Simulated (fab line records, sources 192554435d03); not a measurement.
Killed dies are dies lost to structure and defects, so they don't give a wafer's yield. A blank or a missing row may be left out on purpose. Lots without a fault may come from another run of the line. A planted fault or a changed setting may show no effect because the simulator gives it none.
A struck lot beside a sound one | flow n5_finfet | 21 steps out of a route of 1938
Sound: wafers L472.2, L472.3, L472.6. Struck: wafers L475.2, L475.4, L475.6. The cause comes at the end.
At each step with rows: each side's tool, then ch and its chambers, then its first start. Under that, the readings that differ: sound wafers | struck wafers | difference of the means | sigmas: that difference in standard deviations of wafers without a fault.
alike: readings whose means differ by less than 2 such deviations, and words and numbers that are the same on both sides. not compared: withheld readings, readings that some wafer has no value for, bounds like >300 that may hide the same value, and numbers for which the record gives no deviation and whose values overlap.
The two part at a step that has a row with sigmas, a row that says differs or no value, or rows on one side only. Numbers that don't overlap but have no deviation are shown without sigmas and don't part them. A reading that every wafer of one side lacks parts them only if that side has two wafers or more.

first, 11 steps without rows for these wafers: N5_BEOL_M0_SAQP_COAT_105 (time 60 s, resist thk 100 nm); N5_BEOL_M0_SAQP_ETCH_106 (etches SOC in N2/H2, stops on SiNx, target depth 150 nm); N5_BEOL_M0_SAQP_ETCH_107 (etches SiNx in CH3F/O2, target depth 30 nm); N5_BEOL_M0_SAQP_STRIP_108 (strips in N2/H2); N5_BEOL_M0_SAQP_RECESS_109 (chemistry HF/NH3, target SiO2, target depth 3 nm, afs cycles 1, sublimation time 60 s); N5_BEOL_M0_SAQP_SPACER2_ALD_26 (deposits SiO2, target thk 15 nm, pulse time 1 s, purge time 2 s); N5_BEOL_M0_SAQP_SPACER2_ETCHBACK_27 (etches SiO2 in CHF3/O2, target depth 22.5 nm, time 11.25 s); N5_BEOL_M0_SAQP_MANDREL2_REMOVE_110 (chemistry HBr/Cl2/O2, target a-Si, stops on SiCN, bt time 10 s); N5_BEOL_M0_SAQP_COAT_69 (time 60 s, resist thk 90 nm); N5_BEOL_M0_SAQP_COAT_72 (time 60 s, resist thk 15 nm); N5_BEOL_M0_SAQP_COAT_87 (time 60 s, resist thk 5 nm).
N5_BEOL_M0_SAQP_COAT_34: resist thk 30 nm.
  sound on litho_track-05 ch 0, day 11 22:59; struck on litho_track-01 ch 0, day 11 23:45
  reading                                           | sound                | struck               | difference | sigmas
  dispense_pressure_kPa (kPa)                       | 47 47 47             | 54 54 54             | +7         | +2
  spin_speed_rpm (rpm)                              | 1498.9 1500.7 1499.0 | 1317.7 1317.0 1316.7 | -182.4     | -99 or more
  model.CAR-EUV_of_BEOL_M0_SAQP_COAT_34.thk_nm (nm) | 30 30 30             | 32 32 32             | +2         |
then, 5 steps without rows for these wafers: N5_BEOL_M0_SAQP_EBR_36; N5_BEOL_M0_SAQP_SOFTBAKE_35 (time 60 s); N5_BEOL_M0_SAQP_EXPOSE_37 (exposes mask M0 CUT1, target cd 30 nm); N5_BEOL_M0_SAQP_PEB_38 (peb time 60 s); N5_BEOL_M0_SAQP_DEVELOP_39 (develop time 30 s).
N5_BEOL_M0_SAQP_DESCUM_45: chemistry O2, time 7 s.
  sound on rie_diel-05 ch 2,3, day 11 23:22; struck on rie_diel-03 ch 0,1,3, day 12 00:38
  reading                                           | sound    | struck     | difference | sigmas
  model.CAR-EUV_of_BEOL_M0_SAQP_COAT_34.thk_nm (nm) | 26 26 26 | 28.2 28 28 | +2.1       |
  alike: drypump_motor_current_A, oes_product_au, rf_fwd_power_W, rf_vpp_V, showerhead_plenum_p_Torr, throttle_valve_pct
  not compared: rf_hours_counter_h
then, 1 step without rows for these wafers: N5_BEOL_M0_SAQP_ETCH_88 (etches underlayer in N2/H2, target depth 6.5 nm, time 5.2 s).
-- the record jumps here: 2 days lie between the struck wafers' starts before and after (it left off in module BEOL_M0_SAQP and takes up again in module BEOL_M4, whose first step shown is number 1111 of the route) --
N5_BEOL_M4_RC_MEAS_101:
  sound on prober-02 ch 0, day 14 08:26; struck on prober-02 ch 0, day 14 12:19
  reading        | sound             | struck            | difference | sigmas
  DIBL_N (mV/V)  | 34.9 34.6 34.5    | 37.0 37.1 39.0    | +3.0       | +3
  IOFF_N (nA/um) | 0.133 0.132 0.123 | 0.177 0.184 0.244 | +0.072     | +3
  IOFF_P (nA/um) | 0.208 0.221 0.193 | 0.254 0.257 0.318 | +0.069     | +2
  ION_N (uA/um)  | 674 677 672       | 684 686 707       | +18        | +2
  VT_N (mV)      | 253.0 251.1 255.7 | 247.8 246.6 244.1 | -7.1       | -3
  alike: DIBL_P, ION_P, SS_N, SS_P, VT_P
-- the record jumps here: 5 days lie between the struck wafers' starts before and after (it left off in module BEOL_M4 and takes up again in module PASSIVATION, whose first step shown is number 1936 of the route) --
N5_PASSIVATION_PROBE_49:
  the record has rows for the struck wafers here (prober-01, day 19 03:40) and none for the sound ones

WHERE THEY PART
First at N5_BEOL_M0_SAQP_COAT_34; last, within this record, at N5_PASSIVATION_PROBE_49.

WHY: what the simulator had put in
Process parameter drift: litho_track-01, from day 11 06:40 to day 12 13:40, at N5_BEOL_M0_SAQP_COAT_34. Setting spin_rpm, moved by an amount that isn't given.
